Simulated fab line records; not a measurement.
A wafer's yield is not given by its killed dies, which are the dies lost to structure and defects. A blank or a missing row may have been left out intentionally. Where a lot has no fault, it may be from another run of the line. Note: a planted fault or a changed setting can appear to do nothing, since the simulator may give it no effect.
fab line records	flow n5_finfet
record: lots: 7	wafers: 18	last_day: 16
route steps=1938 shown BEOL_M9@1426 PASSIVATION@1936
lots that met no fault: taken from a fault-free run of the same line
start_h: the number of hours between the record's first day and the start of the first shown wafer of the lot	wait_h: time in hours since the lot's previous step	" as in the row above	L1.1+2: a row that stands for several wafers	- no value, or no start was given	* or withheld: withheld	< > ~ a bound
route shown NAME@n: NAME is a module with steps in the file, n the number in the route of the first one	usual: mean and standard deviation over wafers with no fault	same: alike in all rows	chamber/n: place in a boat	sites: each site's reading	_std_site: how widely they spread, as a standard deviation	_edge_site: the outer-site mean with the inner-site mean subtracted	radius_mm: for every site, how far away it sits from the centre of the wafer	mask NAME#n: copy n	behind: the most recent tool/chamber to have shaped the wafer	hold: reason for holding the lot/hours on hold/outcome of the hold	device: which transistor (n, p or np) failed to switch	end of line: the same wafers' tests at the end of the route	a step given without rows: its recipe and nothing more	killed: not the wafer's yield, but the dies lost to structure and defects at the first sort	map: dies across one wafer; x = killed, . = not, _ = none there
set.NAME: the run value of the setting; set.NAME@STEP: its run value at that earlier step	model.NAME: the simulator's own value behind a step, which no gauge read
a table for each step, a row for each wafer; lots at some steps of the route
services: a tool's chamber out of use, with start hour (start_h, from the record's first day; less than 0 if before it), hours out, and reason
== steps ==
step: N5_BEOL_M9_COAT_64
recipe: resist: SiARC	temp_c: 220	time_s: 60	spin_rpm: 1500	resist_thk_nm: 12
step: N5_BEOL_M9_COAT_75
recipe: resist: underlayer	temp_c: 205	time_s: 60	spin_rpm: 1500	resist_thk_nm: 5
step: N5_BEOL_M9_COAT_22
recipe: resist: CAR-EUV	spin_rpm: 1500	resist_thk_nm: 30
step: N5_BEOL_M9_EBR_24
recipe: solvent: PGMEA	ebr_width_mm: 1.5
step: N5_BEOL_M9_SOFTBAKE_23
recipe: temp_c: 110	time_s: 60	resist: CAR-EUV
step: N5_BEOL_M9_EXPOSE_25
recipe: mask_id: V8	na: 0.33	source_shape: annular	sigma_inner: 0.4	sigma_outer: 0.8	polarization: unpolarized	dose_mj: 37.25
step: N5_BEOL_M9_PEB_26
recipe: peb_temp_c: 100	peb_time_s: 60	resist: CAR-EUV
step: N5_BEOL_M9_DEVELOP_27
recipe: develop_time_s: 30	developer: TMAH	resist: CAR-EUV	rinse_liquid: surfactant_rinse	dry: air_spin	dev_temp_c: 23
step: N5_BEOL_M9_CD_MEAS_28
recipe: target_cd_nm: 70	landing_energy_ev: 500	detector: se_inlens	polarity: opening
usual: cd_nm: 69.89/0.24
lot.wafer	tool	chamber	start_h	wait_h	cd_nm
L727.1	cd_sem-03	0	212.48	-	70.01
L727.3	"	0	"	"	69.77
L727.4	"	0	"	"	69.87
L728.1	cd_sem-02	0	222.36	-	70.19
L728.2	"	0	"	"	69.50
L728.6	"	0	"	"	69.58
L733.1	cd_sem-01	0	253.59	-	69.64
L733.2	"	0	"	"	69.87
L735.1	cd_sem-02	0	257.38	-	69.97
L735.2	"	0	"	"	70.06
L736.5	cd_sem-02	0	283.87	-	70.15
L736.6	"	0	"	"	69.96
L746.2	cd_sem-01	0	329.39	-	69.94
L746.3	"	0	"	"	70.21
L746.5	"	0	"	"	69.84
L744.2	cd_sem-01	0	334.32	-	69.84
L744.5	"	0	"	"	69.82
L744.6	"	0	"	"	69.82
step: N5_BEOL_M9_OVL_MEAS_29
recipe: points_per_wafer: 522
usual: V8_OVL: 0.6/0.74
lot.wafer	tool	chamber	start_h	wait_h	V8_OVL[nm]
L727.1	overlay-01	0	212.51	0.0	0.6
L727.3	"	0	"	"	1.3
L727.4	"	0	"	"	0.4
L728.1	overlay-02	0	222.39	0.0	1.3
L728.2	"	0	"	"	1.5
L728.6	"	0	"	"	0.0
L733.1	overlay-01	0	253.63	0.0	1.1
L733.2	"	0	"	"	0.8
L735.1	overlay-01	0	257.41	0.0	0.7
L735.2	"	0	"	"	1.6
L736.5	overlay-01	0	283.92	0.0	-0.5
L736.6	"	0	"	"	0.0
L746.2	overlay-01	0	329.42	0.0	0.5
L746.3	"	0	"	"	1.7
L746.5	"	0	"	"	0.8
L744.2	overlay-01	0	334.36	0.0	1.3
L744.5	"	0	"	"	0.2
L744.6	"	0	"	"	1.2
step: N5_BEOL_M9_INSPECT_30
recipe: mode: adi	inspect_instrument: brightfield
usual: raw_defect_count: 397/85
lot.wafer	tool	chamber	start_h	wait_h	raw_defect_count
L727.1	defect_inspect-02	-	212.57	0.1	345
L727.3	"	-	"	"	494
L727.4	"	-	"	"	405
L728.1	defect_inspect-01	-	222.45	0.1	369
L728.2	"	-	"	"	508
L728.6	"	-	"	"	392
L733.1	defect_inspect-02	-	253.68	0.1	433
L733.2	"	-	"	"	379
L735.1	defect_inspect-02	-	257.47	0.1	351
L735.2	"	-	"	"	342
L736.5	defect_inspect-02	-	283.95	0.0	456
L736.6	"	-	"	"	561
L746.2	defect_inspect-01	-	329.48	0.0	349
L746.3	"	-	"	"	473
L746.5	"	-	"	"	576
L744.2	defect_inspect-01	-	334.41	0.0	366
L744.5	"	-	"	"	368
L744.6	"	-	"	"	371
step: N5_BEOL_M9_DESCUM_33
recipe: chemistry: O2	time_s: 7	source_power_w: 50	bias_power_w: 20	pressure_mtorr: 20	rf_frequency_hz: 2.712e+07	temp_c: 40	resist: CAR-EUV	o2_flow_sccm: 225
usual: drypump_motor_current_A: 5.90/0.3	oes_product_au: 0.79/0.081	rf_vpp_V: 243.3/1.3	showerhead_plenum_p_Torr: 2.09/0.066	throttle_valve_pct: 20.40/0.21
lot.wafer	tool	chamber	start_h	wait_h	drypump_motor_current_A	oes_product_au	rf_hours_counter_h	rf_vpp_V	showerhead_plenum_p_Torr	throttle_valve_pct
L727.1	rie_diel-05	3	212.63	0.1	6.10	0.73	191	243.6	2.14	20.41
L727.3	"	2	"	"	5.73	0.87	51	242.3	2.06	20.45
L727.4	"	0	"	"	5.55	0.75	206	243.4	2.06	20.49
L728.1	rie_diel-02	1	222.49	0.0	6.55	0.70	189	243.5	2.04	20.32
L728.2	"	3	"	"	6.06	0.94	18	243.2	2.13	20.49
L728.6	"	2	"	"	6.12	0.95	-	245.3	2.25	20.36
L733.1	rie_diel-05	2	253.72	0.0	5.69	0.84	64	241.8	2.06	20.45
L733.2	"	0	"	"	5.53	0.73	219	242.6	2.05	20.51
L735.1	rie_diel-05	1	257.82	0.3	5.53	0.77	165	240.6	2.02	20.73
L735.2	"	2	"	"	5.71	0.85	65	243.4	2.06	20.45
L736.5	rie_diel-05	0	284.00	0.0	5.57	0.73	-	242.1	2.05	20.50
L736.6	"	1	"	"	5.52	0.76	-	242.7	2.01	20.74
L746.2	rie_diel-01	2	329.79	0.3	5.60	0.83	74	242.6	2.10	20.13
L746.3	"	3	"	"	5.89	0.72	218	239.9	2.00	20.65
L746.5	"	2	"	"	5.58	0.83	-	244.1	2.10	20.12
L744.2	rie_diel-02	0	334.45	0.0	5.59	0.69	229	242.9	2.15	20.53
L744.5	"	3	"	"	6.07	0.88	-	243.7	2.12	20.52
L744.6	"	2	"	"	6.15	0.89	-	244.9	2.24	20.43
step: N5_BEOL_M9_ETCH_76
recipe: chemistry: N2/H2	target: underlayer	target_depth_a: 65	mask_material: CAR-EUV	time_s: 5.2	ion_energy_ev: 200	pressure_mtorr: 30	source_w: 840	bias_w: 150	n2_flow_sccm: 200	h2_flow_sccm: 200	ends: cleared
usual: drypump_motor_current_A: 5.90/0.3	etch_rf_on_time_s: 5.14/0.15	oes_product_au: 0.68/0.071	rf_vpp_V: 523.9/2.7	showerhead_plenum_p_Torr: 2.55/0.086	throttle_valve_pct: 17.93/0.22
lot.wafer	tool	chamber	start_h	wait_h	drypump_motor_current_A	etch_rf_on_time_s	oes_product_au	rf_hours_counter_h	rf_vpp_V	showerhead_plenum_p_Torr	throttle_valve_pct
L727.1	rie_diel-05	3	212.66	0.0	6.11	5.15	0.61	191	526.7	2.62	17.90
L727.3	"	2	"	"	5.71	4.97	0.75	51	519.6	2.47	17.75
L727.4	"	0	"	"	5.54	5.24	0.62	206	522.9	2.53	18.12
L728.1	rie_diel-02	1	222.52	0.0	6.54	5.45	0.60	189	523.5	2.53	18.04
L728.2	"	3	"	"	6.06	4.96	0.81	18	526.3	2.58	17.81
L728.6	"	2	"	"	6.16	4.97	0.81	-	527.4	2.75	17.99
L733.1	rie_diel-05	2	253.75	0.0	5.76	5.11	0.74	64	521.7	2.47	17.76
L733.2	"	0	"	"	5.52	7.95	0.50	219	522.4	2.52	18.10
L735.1	rie_diel-05	1	257.85	0.0	5.54	4.98	0.65	165	520.6	2.47	18.39
L735.2	"	2	"	"	5.72	7.78	0.58	65	520.9	2.47	17.72
L736.5	rie_diel-05	0	284.03	0.0	5.53	7.93	0.50	-	523.0	2.52	18.13
L736.6	"	1	"	"	5.54	4.88	0.65	-	521.0	2.46	18.39
L746.2	rie_diel-01	2	329.83	0.0	5.54	5.13	0.72	74	524.9	2.57	17.70
L746.3	"	3	"	"	5.91	5.33	0.59	218	520.3	2.41	17.98
L746.5	"	2	"	"	5.57	5.15	0.71	-	523.5	2.57	17.70
L744.2	rie_diel-02	0	334.48	0.0	5.61	5.27	0.59	229	524.0	2.63	18.10
L744.5	"	3	"	"	6.08	5.01	0.77	-	523.5	2.56	17.86
L744.6	"	2	"	"	6.11	5.01	0.75	-	527.8	2.73	18.03
step: N5_BEOL_M9_ETCH_65
recipe: chemistry: CF4	target: SiARC	target_depth_a: 156	mask_material: CAR-EUV	time_s: 26	ion_energy_ev: 80	pressure_mtorr: 40	source_w: 545	bias_w: 36	Ar_flow_sccm: 100	cf4_flow_sccm: 100	ends: cleared
usual: drypump_motor_current_A: 5.90/0.29	etch_rf_on_time_s: 25.7/0.8	oes_product_au: 0.68/0.072	rf_vpp_V: 184.2/1.2	showerhead_plenum_p_Torr: 2.14/0.067	throttle_valve_pct: 15.61/0.22
lot.wafer	tool	chamber	start_h	wait_h	drypump_motor_current_A	etch_rf_on_time_s	oes_product_au	rf_hours_counter_h	rf_vpp_V	showerhead_plenum_p_Torr	throttle_valve_pct
L727.1	rie_diel-05	3	212.68	0.0	6.12	26.3	0.62	191	184.7	2.19	15.65
L727.3	"	2	"	"	5.73	25.3	0.74	51	183.4	2.09	15.32
L727.4	"	0	"	"	5.53	26.4	0.63	206	183.7	2.11	15.77
L728.1	rie_diel-02	1	222.54	0.0	6.53	27.4	0.60	189	184.0	2.12	15.74
L728.2	"	3	"	"	6.06	25.0	0.81	18	184.3	2.20	15.81
L728.6	"	2	"	"	6.13	24.8	0.82	-	185.0	2.28	15.44
L733.1	rie_diel-05	2	253.77	0.0	5.72	25.4	0.73	64	182.9	2.09	15.36
L733.2	"	0	"	"	5.55	26.4	0.61	219	184.3	2.11	15.80
L735.1	rie_diel-05	1	257.87	0.0	5.52	24.5	0.66	165	183.0	2.04	15.80
L735.2	"	2	"	"	5.72	25.5	0.72	65	183.6	2.09	15.36
L736.5	rie_diel-05	0	284.05	0.0	5.54	26.7	0.61	-	183.8	2.11	15.82
L736.6	"	1	"	"	5.53	24.6	0.66	-	181.8	2.04	15.83
L746.2	rie_diel-01	2	329.85	0.0	5.60	26.3	0.72	74	184.2	2.16	15.38
L746.3	"	3	"	"	5.89	26.9	0.59	218	181.6	2.04	15.85
L746.5	"	2	"	"	5.57	26.1	0.72	-	185.9	2.16	15.37
L744.2	rie_diel-02	0	334.50	0.0	5.60	26.0	0.59	229	183.8	2.19	15.77
L744.5	"	3	"	"	6.09	25.0	0.76	-	185.1	2.19	15.88
L744.6	"	2	"	"	6.10	24.5	0.76	-	185.2	2.27	15.50
step: N5_PASSIVATION_PROBE_49
usual: defect_limited_yield: 91.2/1.5	killed_at_M0_to_M3: 31/10	killed_at_M4_up: 15/5.9	killed_at_contacts: 13/6	killed_at_front_end: 41/11	killed_at_other: 4/3.1	killed_dies: 104/18	killed_open: 68/13	killed_short: 33/8.1	sort_bin_5_function: 5.1/1.1	sort_bin_6_memory: 3.2/0.69	sort_n_pass: 1076/18	sort_yield_pct: 91.2/1.5
same: gross_dies: 1180	killed_at_back_side: 0	sort_bin_4_leakage[%]: 0	sort_bin_8_speed[%]: 0
lot.wafer	tool	chamber	start_h	wait_h	defect_limited_yield[%]	killed_at_M0_to_M3	killed_at_M4_up	killed_at_contacts	killed_at_front_end	killed_at_other	killed_dies	killed_open	killed_short	sort_bin_5_function[%]	sort_bin_6_memory[%]	sort_n_pass	sort_yield_pct[%]
L728.1	prober-02	-	279.65	0.0	92.5	28	8	12	33	8	89	65	24	5.2	2.2	1091	92.5
L728.2	prober-02	-	279.70	0.1	91.4	43	5	16	37	1	102	77	25	5.2	3.1	1078	91.4
L728.6	prober-02	-	279.90	0.3	90.0	41	13	34	29	1	118	81	37	6.6	3.1	1062	90.0
L736.5	prober-01	-	342.86	1.1	90.6	39	15	7	45	5	111	70	40	5.2	4.1	1069	90.6
killed by level:class
L728.1 STI_FIN_REVEAL:geometric_particle:open=12 MOL_CONTACT_COAG:geometric_particle:open=10 BEOL_M2:geometric_particle:open=8 BEOL_M0_SAQP:geometric_particle:open=6 DUMMY_GATE:geometric_particle:open=4 GATE_CUT:geometric_particle:short=4 BEOL_M4:geometric_particle:open=4 MIM_TOP:geometric_particle:open=4
L728.2 STI_FIN_REVEAL:geometric_particle:open=15 BEOL_M2:geometric_particle:open=13 DUMMY_GATE:geometric_particle:open=9 BEOL_M0_SAQP:geometric_particle:open=9 MOL_CONTACT_COAG:geometric_particle:open=8 MOL_CONTACT_COAG:geometric_particle:short=8 BEOL_M3:geometric_particle:open=6 BEOL_M1:geometric_particle:open=4
L728.6 MOL_CONTACT_COAG:geometric_particle:open=30 BEOL_M0_SAQP:geometric_particle:short=11 BEOL_M0_SAQP:geometric_particle:open=9 STI_FIN_REVEAL:geometric_particle:open=8 DUMMY_GATE:geometric_particle:open=6 BEOL_M2:geometric_particle:open=6 GATE_CUT:geometric_particle:short=4 MOL_CONTACT_COAG:geometric_particle:short=4
L736.5 BEOL_M2:geometric_particle:open=13 STI_FIN_REVEAL:geometric_particle:open=9 FIN_SAQP:geometric_particle:short=7 FIN_SAQP:geometric_particle:open=7 SPACER0:geometric_particle:short=6 MOL_CONTACT_COAG:geometric_particle:open=6 BEOL_M4:geometric_particle:open=6 BEOL_M0_SAQP:geometric_particle:open=5
== services ==
tool	chamber	start_h	hours	kind
rie_diel-05	1	197.71	7.7	repair
rie_diel-02	1	230.86	7.7	repair
rie_diel-02	2	237.49	1.5	repair
rie_diel-01	-	271.14	0.8	repair
rie_diel-05	2	301.90	1.7	repair
== key ==
first_sign: step: N5_BEOL_M9_ETCH_76	reading: etch_rf_on_time_s	direction: up	sigmas: 18	usual: *	struck: *
effect: step: N5_BEOL_M9_ETCH_76	reading: oes_product_au	direction: down	sigmas: 2.1	usual: 0.68	struck: 0.52
met_at N5_BEOL_M9_ETCH_76
struck_wafers L733.2,L735.2,L736.5
onset_between 212.66 253.75
fault: kind: process_parameter_drift	tool: rie_diel-05	chamber: -	onset_h: 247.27	steps: N5_BEOL_M9_ETCH_76	channel: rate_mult	offset: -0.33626	shape: step	end_h: 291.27	scope: struck_wafers_only
